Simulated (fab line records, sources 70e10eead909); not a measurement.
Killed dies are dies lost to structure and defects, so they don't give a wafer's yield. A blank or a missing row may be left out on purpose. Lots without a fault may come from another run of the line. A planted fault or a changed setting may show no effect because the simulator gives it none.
Chamber matching | flow nand_harc | NHARC_P_M1_ETCH_35 on rie_diel-06: 4 sister chambers
The step etches the open film in N2/H2, target depth 40 nm, overetch 12 nm, time 43.94 s. 16 wafers are shown with their chamber, then 8 later ones without.

WAFERS WITH THEIR CHAMBER
wafer  | chamber | drypump_motor_current_A (A) | showerhead_plenum_p_Torr (Torr) | rf_vpp_V (V)
L077.3 | 3       | 5.3                         | 2.16                            | 433.7
L077.4 | 0       | 6.5                         | 1.97                            | 428.5
L077.6 | 0       | 6.5                         | 1.97                            | 427.0
L079.2 | 1       | 5.8                         | 2.16                            | 432.9
L079.3 | 3       | 5.3                         | 2.16                            | 434.0
L079.6 | 0       | 6.5                         | 1.97                            | 430.3
L080.1 | 1       | 5.8                         | 2.16                            | 432.1
L080.2 | 3       | 5.3                         | 2.16                            | 434.0
L080.4 | 0       | 6.5                         | 1.96                            | 428.7
L081.3 | 2       | 6.2                         | 2.16                            | 432.6
L081.5 | 2       | 6.2                         | 2.16                            | 434.4
L081.6 | 3       | 5.3                         | 2.16                            | 433.5
L089.3 | 2       | 6.1                         | 2.15                            | 433.2
L089.5 | 0       | 6.5                         | 1.96                            | 428.0
L089.6 | 1       | 5.8                         | 2.16                            | 433.2
L090.3 | 3       | 5.3                         | 2.15                            | 433.7

SIGNATURES (means of the wafers above)
reading                  | chamber 0 | chamber 1 | chamber 2 | chamber 3 | scatter within a chamber
drypump_motor_current_A  | 6.500     | 5.800     | 6.167     | 5.300     | 0.0236
showerhead_plenum_p_Torr | 1.9660    | 2.1600    | 2.1567    | 2.1580    | 0.00471
rf_vpp_V                 | 428.500   | 432.733   | 433.400   | 433.780   | 0.831
Rule: a wafer's distance from a chamber is the root of the sum, over the readings, of the square of ((its reading less the chamber's mean) divided by the reading's scatter). The wafer belongs to the nearest chamber; if the next one is less than 2 further off, it can't be placed. The scatter: the root of (the sum of the squares of (reading less its chamber's mean) over the shown wafers, divided by (wafers less chambers)).

WAFERS WITHOUT THEIR CHAMBER
wafer  | drypump_motor_current_A (A) | showerhead_plenum_p_Torr (Torr) | rf_vpp_V (V)
L090.4 | 6.2                         | 2.15                            | 433.3
L090.6 | 5.8                         | 2.16                            | 433.3
L093.3 | 6.2                         | 2.15                            | 433.1
L093.4 | 5.8                         | 2.16                            | 433.7
L093.5 | 5.3                         | 2.15                            | 433.9
L095.4 | 5.3                         | 2.15                            | 434.3
L095.5 | 6.2                         | 2.15                            | 433.6
L095.6 | 5.8                         | 2.16                            | 433.8

WHICH CHAMBER EACH WENT THROUGH
wafer  | from the rows above | in truth
L090.4 | 2                   | 2
L090.6 | 1                   | 1
L093.3 | 2                   | 2
L093.4 | 1                   | 1
L093.5 | 3                   | 3
L095.4 | 3                   | 3
L095.5 | 2                   | 2
L095.6 | 1                   | 1
Placed correctly: 8 of 8. Can't be placed from these rows: 0. Placed wrongly: 0.
